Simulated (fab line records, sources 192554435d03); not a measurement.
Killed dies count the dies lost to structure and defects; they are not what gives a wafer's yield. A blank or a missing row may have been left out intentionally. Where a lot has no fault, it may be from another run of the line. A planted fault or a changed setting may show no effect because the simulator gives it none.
Chamber matching || flow n5_finfet || N5_BEOL_M8_STRIP_19 on rie_diel-02: 4 sister chambers
The step strips in O2. 18 wafers are shown with their chamber, then 9 later ones without.

## EACH WAFER AND ITS CHAMBER
{"wafer": "L075.1", "chamber": 2, "showerhead_plenum_p_Torr (Torr)": 2.20, "throttle_valve_pct (%)": 16.57, "oes_product_au (a.u.)": 0.76}
{"wafer": "L075.2", "chamber": 1, "showerhead_plenum_p_Torr (Torr)": 2.15, "throttle_valve_pct (%)": 16.81, "oes_product_au (a.u.)": 0.70}
{"wafer": "L075.5", "chamber": 1, "showerhead_plenum_p_Torr (Torr)": 2.15, "throttle_valve_pct (%)": 16.82, "oes_product_au (a.u.)": 0.69}
{"wafer": "L076.2", "chamber": 0, "showerhead_plenum_p_Torr (Torr)": 2.23, "throttle_valve_pct (%)": 16.27, "oes_product_au (a.u.)": 0.94}
{"wafer": "L076.4", "chamber": 3, "showerhead_plenum_p_Torr (Torr)": 2.01, "throttle_valve_pct (%)": 16.55, "oes_product_au (a.u.)": 0.73}
{"wafer": "L076.5", "chamber": 2, "showerhead_plenum_p_Torr (Torr)": 2.20, "throttle_valve_pct (%)": 16.61, "oes_product_au (a.u.)": 0.76}
{"wafer": "L078.1", "chamber": 2, "showerhead_plenum_p_Torr (Torr)": 2.20, "throttle_valve_pct (%)": 16.60, "oes_product_au (a.u.)": 0.77}
{"wafer": "L078.4", "chamber": 3, "showerhead_plenum_p_Torr (Torr)": 2.01, "throttle_valve_pct (%)": 16.54, "oes_product_au (a.u.)": 0.73}
{"wafer": "L078.5", "chamber": 3, "showerhead_plenum_p_Torr (Torr)": 2.01, "throttle_valve_pct (%)": 16.55, "oes_product_au (a.u.)": 0.73}
{"wafer": "L079.1", "chamber": 2, "showerhead_plenum_p_Torr (Torr)": 2.20, "throttle_valve_pct (%)": 16.60, "oes_product_au (a.u.)": 0.75}
{"wafer": "L079.3", "chamber": 0, "showerhead_plenum_p_Torr (Torr)": 2.23, "throttle_valve_pct (%)": 16.27, "oes_product_au (a.u.)": 0.91}
{"wafer": "L079.5", "chamber": 0, "showerhead_plenum_p_Torr (Torr)": 2.23, "throttle_valve_pct (%)": 16.28, "oes_product_au (a.u.)": 0.93}
{"wafer": "L087.1", "chamber": 3, "showerhead_plenum_p_Torr (Torr)": 2.00, "throttle_valve_pct (%)": 16.58, "oes_product_au (a.u.)": 0.73}
{"wafer": "L087.4", "chamber": 0, "showerhead_plenum_p_Torr (Torr)": 2.22, "throttle_valve_pct (%)": 16.31, "oes_product_au (a.u.)": 0.89}
{"wafer": "L087.5", "chamber": 2, "showerhead_plenum_p_Torr (Torr)": 2.19, "throttle_valve_pct (%)": 16.61, "oes_product_au (a.u.)": 0.73}
{"wafer": "L093.1", "chamber": 0, "showerhead_plenum_p_Torr (Torr)": 2.22, "throttle_valve_pct (%)": 16.31, "oes_product_au (a.u.)": 0.88}
{"wafer": "L093.4", "chamber": 2, "showerhead_plenum_p_Torr (Torr)": 2.19, "throttle_valve_pct (%)": 16.64, "oes_product_au (a.u.)": 0.75}
{"wafer": "L093.6", "chamber": 1, "showerhead_plenum_p_Torr (Torr)": 2.14, "throttle_valve_pct (%)": 16.39, "oes_product_au (a.u.)": 0.94}

SIGNATURES, as means of the wafers listed above
{"reading": "showerhead_plenum_p_Torr", "chamber 0": 2.2260, "chamber 1": 2.1467, "chamber 2": 2.1967, "chamber 3": 2.0075, "scatter within a chamber": 0.00531}
{"reading": "throttle_valve_pct", "chamber 0": 16.2880, "chamber 1": 16.6733, "chamber 2": 16.6050, "chamber 3": 16.5550, "scatter within a chamber": 0.0947}
{"reading": "oes_product_au", "chamber 0": 0.9100, "chamber 1": 0.7767, "chamber 2": 0.7533, "chamber 3": 0.7300, "scatter within a chamber": 0.0558}
Rule: for each reading, subtract the chamber's mean from the wafer's reading, divide by that reading's scatter and square the result; add these up over the readings and take the root, which gives the wafer's distance from the chamber. The wafer belongs to the nearest chamber; if the next one is less than 2 further off, it can't be placed. The scatter: the root of (the sum of the squares of (reading less its chamber's mean) over the shown wafers, divided by (wafers less chambers)).

## WAFERS WITHOUT THEIR CHAMBER
{"wafer": "L094.1", "showerhead_plenum_p_Torr (Torr)": 2.00, "throttle_valve_pct (%)": 16.60, "oes_product_au (a.u.)": 0.72}
{"wafer": "L094.2", "showerhead_plenum_p_Torr (Torr)": 2.14, "throttle_valve_pct (%)": 16.41, "oes_product_au (a.u.)": 0.94}
{"wafer": "L094.3", "showerhead_plenum_p_Torr (Torr)": 2.22, "throttle_valve_pct (%)": 16.33, "oes_product_au (a.u.)": 0.87}
{"wafer": "L096.1", "showerhead_plenum_p_Torr (Torr)": 2.00, "throttle_valve_pct (%)": 16.60, "oes_product_au (a.u.)": 0.71}
{"wafer": "L096.3", "showerhead_plenum_p_Torr (Torr)": 2.22, "throttle_valve_pct (%)": 16.33, "oes_product_au (a.u.)": 0.87}
{"wafer": "L096.4", "showerhead_plenum_p_Torr (Torr)": 2.14, "throttle_valve_pct (%)": 16.40, "oes_product_au (a.u.)": 0.92}
{"wafer": "L091.3", "showerhead_plenum_p_Torr (Torr)": 2.21, "throttle_valve_pct (%)": 16.36, "oes_product_au (a.u.)": 0.87}
{"wafer": "L091.4", "showerhead_plenum_p_Torr (Torr)": 2.19, "throttle_valve_pct (%)": 16.65, "oes_product_au (a.u.)": 0.73}
{"wafer": "L091.6", "showerhead_plenum_p_Torr (Torr)": 2.14, "throttle_valve_pct (%)": 16.42, "oes_product_au (a.u.)": 0.91}

## EACH ONE'S CHAMBER
{"wafer": "L094.1", "from the rows above": 3, "in truth": 3}
{"wafer": "L094.2", "from the rows above": 1, "in truth": 1}
{"wafer": "L094.3", "from the rows above": 0, "in truth": 0}
{"wafer": "L096.1", "from the rows above": 3, "in truth": 3}
{"wafer": "L096.3", "from the rows above": 0, "in truth": 0}
{"wafer": "L096.4", "from the rows above": 1, "in truth": 1}
{"wafer": "L091.3", "from the rows above": "can't be placed: 0 or 2", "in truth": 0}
{"wafer": "L091.4", "from the rows above": 2, "in truth": 2}
{"wafer": "L091.6", "from the rows above": 1, "in truth": 1}
Correct placement for 8 of the 9. Not placeable from these rows: 1 (in 1, the candidates include the true chamber). Placed wrongly: 0.
